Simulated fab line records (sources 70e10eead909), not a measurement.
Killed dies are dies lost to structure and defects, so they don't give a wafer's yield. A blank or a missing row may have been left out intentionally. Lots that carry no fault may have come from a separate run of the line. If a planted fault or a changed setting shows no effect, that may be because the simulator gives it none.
A lot that was struck, set against a sound lot :: flow nand_harc :: 17 steps out of a route of 1302
Sound: wafers L806.1, L806.3, L806.4. Struck: wafers L817.5, L817.6 (left out: L817.2, a lot-mate that was not struck); the cause follows at the end.
Per side, at each step with rows, come the tool, then ch with its chambers, and then its first start. Under that, the readings that differ: sound wafers :: struck wafers :: difference of the means :: sigmas: that difference in standard deviations of wafers without a fault.
alike: readings with means less than 2 such deviations apart, plus words and numbers identical on both sides. not compared: withheld readings, readings lacking a value on some wafer, bounds such as >300 that could conceal the same value, and numbers that have no deviation in the record and whose values overlap.
Wherever a step has rows on one side only, a row that says differs or no value, or a row with sigmas, the two part there. Numbers that don't overlap but have no deviation are shown without sigmas and don't part them. A reading that every wafer of one side lacks parts them only if that side has two wafers or more.

NHARC_P_M2_INSPECT_11:
  sound on defect_inspect-02 at day 7 01:51; struck on defect_inspect-02 at day 11 08:28
  alike: raw_defect_count
NHARC_P_M2_DESCUM_14: chemistry O2, time 3 s.
  sound on rie_diel-07 ch 1,2, day 7 01:55; struck on rie_diel-11 ch 1,2, day 11 08:34
  alike: drypump_motor_current_A, oes_product_au, rf_vpp_V, showerhead_plenum_p_Torr, throttle_valve_pct
  not compared: rf_hours_counter_h
then, 2 steps without rows for these wafers: NHARC_P_M2_ETCH_35 (etches the open film in N2/H2, target depth 40 nm, overetch 12 nm, time 43.94 s); NHARC_P_M2_ETCH_15 (etches the open film in C4F8/Ar, target depth 182.5 nm, time 91.2 s).
NHARC_P_M2_CD_MEAS_16:
  sound on cd_sem-01 at day 7 02:16; struck on cd_sem-03 at day 11 08:50
  alike: cd_nm
then, 1 step without rows for these wafers: NHARC_P_M2_STRIP_18 (strips in N2/H2).
NHARC_P_M2_ETCH_28: etches the open film in CF4/N2, target depth 30 nm, time 72.99 s.
  sound: rie_diel-05 ch 0,2,3; struck: rie_diel-07 ch 1,2
reading: rf_hours_counter_h (h)
sound: 5.1 4.1 3.3
struck: - -
difference: no value on the struck wafers
sigmas: 
  alike: drypump_motor_current_A, oes_product_au, rf_vpp_V, showerhead_plenum_p_Torr, throttle_valve_pct
then, 1 step without rows for these wafers: NHARC_P_M2_STRIP_19 (strips in post etch residue remover, time 600 s).
NHARC_P_M2_DEGAS_29: time 60 s.
  sound on pvd_sputter-01 at day 7 02:59; struck on pvd_sputter-01 at day 11 09:34
  alike: heater_power_w
then, 2 steps without rows for these wafers: NHARC_P_M2_PRE_CLEAN_30 (time 30 s); NHARC_P_M2_PVD_20 (deposits TaN, target thk 5 nm, time 8.06 s).
NHARC_P_M2_PVD_21: deposits Cu, target thk 30 nm, time 20.49 s.
  sound on pvd_sputter-01; struck on pvd_sputter-01
  alike: throttle_valve_pct
NHARC_P_M2_ECD_22: material Cu, target thk 400 nm.
  sound on ecd_cu-01 ch 0,1, day 7 03:20; struck on ecd_cu-01 ch 0,1, day 11 09:58
NHARC_P_M2_ANNEAL_31: time 90 s.
  sound on rtp_anneal-02 ch 0, day 7 03:43; struck on rtp_anneal-02 ch 0, day 11 10:21
  alike: wafer_temp_C_max
NHARC_P_M2_CMP_23: polishes, t overpolish 20 s, target thk 144.3 nm.
  sound on cmp-03 ch 0,2,3, day 7 04:03; struck on cmp-04 ch 0,3, day 11 10:40
reading: time_to_endpoint_s (s)
sound: 29 29 28
struck: 11 16
difference: -15
sigmas: -4
  alike: motor_current_A, slurry_filter_dp_kPa
NHARC_P_M2_THK_MEAS_24: measures by xrf.
  sound on film_metro-02 at day 7 04:22; struck on film_metro-01 at day 11 10:58
  alike: thk_nm
-- the record jumps here: 18 days lie between the struck wafers' starts before and after (it left off in module P_M2 and takes up again in module END, whose first step shown is number 1302 of the route) --
NHARC_END_SORT_01:
  sound on prober-02 ch 0, day 25 06:15; struck on prober-02 ch 0, day 29 10:35
  alike: defect_limited_yield, killed_at_array, killed_at_other, killed_at_periphery, killed_dies, killed_open, killed_short

## WHERE THEY PART
Last at NHARC_P_M2_CMP_23 as far as this record goes, first at NHARC_P_M2_ETCH_28. Later steps at which nothing parts them and some readings are alike: NHARC_P_M2_THK_MEAS_24, NHARC_END_SORT_01.

WHY: what the simulator had put in
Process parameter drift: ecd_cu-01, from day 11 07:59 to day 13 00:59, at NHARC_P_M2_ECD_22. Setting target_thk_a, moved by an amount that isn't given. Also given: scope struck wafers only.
